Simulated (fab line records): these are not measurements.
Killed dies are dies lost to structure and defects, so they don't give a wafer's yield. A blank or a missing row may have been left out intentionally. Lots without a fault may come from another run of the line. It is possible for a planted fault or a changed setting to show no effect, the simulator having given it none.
Matching of chambers -- flow n5Finfet -- 4 sister chambers for N5_BEOL_M4_ETCH_70 on rieDiel-03
The step etches SOC in N2/H2, target depth 80 nm, overetch 24 nm, time 130 s. 16 wafers are shown with their chamber, then 8 later ones without.

== WAFERS, EACH WITH ITS CHAMBER ==
wafer,chamber,oesProductAu (a.u.),throttleValvePct (%),drypumpMotorCurrentA (A)
L074.2,0,0.50,17.94,6.3
L074.3,1,0.57,17.69,6.4
L074.6,1,0.58,17.70,6.4
L078.2,0,0.50,17.95,6.3
L078.4,1,0.57,17.72,6.3
L078.6,3,0.52,17.69,6.0
L081.1,0,0.49,17.96,6.3
L081.3,1,0.56,17.72,6.3
L081.6,0,0.50,17.97,6.3
L083.3,1,0.56,17.71,6.4
L083.4,1,0.56,17.74,6.3
L083.5,3,0.52,17.70,5.9
L082.2,1,0.56,17.72,6.3
L082.3,2,0.74,17.38,5.5
L082.5,3,0.52,17.69,5.9
L085.2,3,0.51,17.71,5.9

SIGNATURES (means of the wafers above)
reading,chamber 0,chamber 1,chamber 2,chamber 3,scatter within a chamber
oesProductAu,0.4975,0.5657,0.7400,0.5175,0.00659
throttleValvePct,17.9550,17.7143,17.3800,17.6975,0.014
drypumpMotorCurrentA,6.300,6.343,5.500,5.925,0.0453
Rule: for each reading, subtract the chamber's mean from the wafer's reading, divide by that reading's scatter and square the result; add these up over the readings and take the root, which gives the wafer's distance from the chamber. If the next closest chamber is less than 2 further off than the closest, the wafer can't be placed; otherwise it belongs to the closest. The scatter: the root of (the sum of the squares of (reading less its chamber's mean) over the shown wafers, divided by (wafers less chambers)).

== WAFERS WHOSE CHAMBER IS MISSING ==
wafer,oesProductAu (a.u.),throttleValvePct (%),drypumpMotorCurrentA (A)
L085.3,0.56,17.72,6.4
L085.5,0.51,17.70,5.9
L087.1,0.55,17.74,6.4
L087.4,0.74,17.54,6.3
L087.5,0.52,17.70,6.0
L089.4,0.55,17.75,6.4
L089.5,0.72,17.53,6.3
L089.6,0.52,17.71,6.0

== EACH ONE'S CHAMBER ==
wafer,from the rows above,in truth
L085.3,1,1
L085.5,3,3
L087.1,1,1
L087.4,2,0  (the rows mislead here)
L087.5,3,3
L089.4,1,1
L089.5,2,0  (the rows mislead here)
L089.6,3,3
Correctly placed: 6 of 8. From these rows, 0 cannot be placed. Wrongly placed: 2.
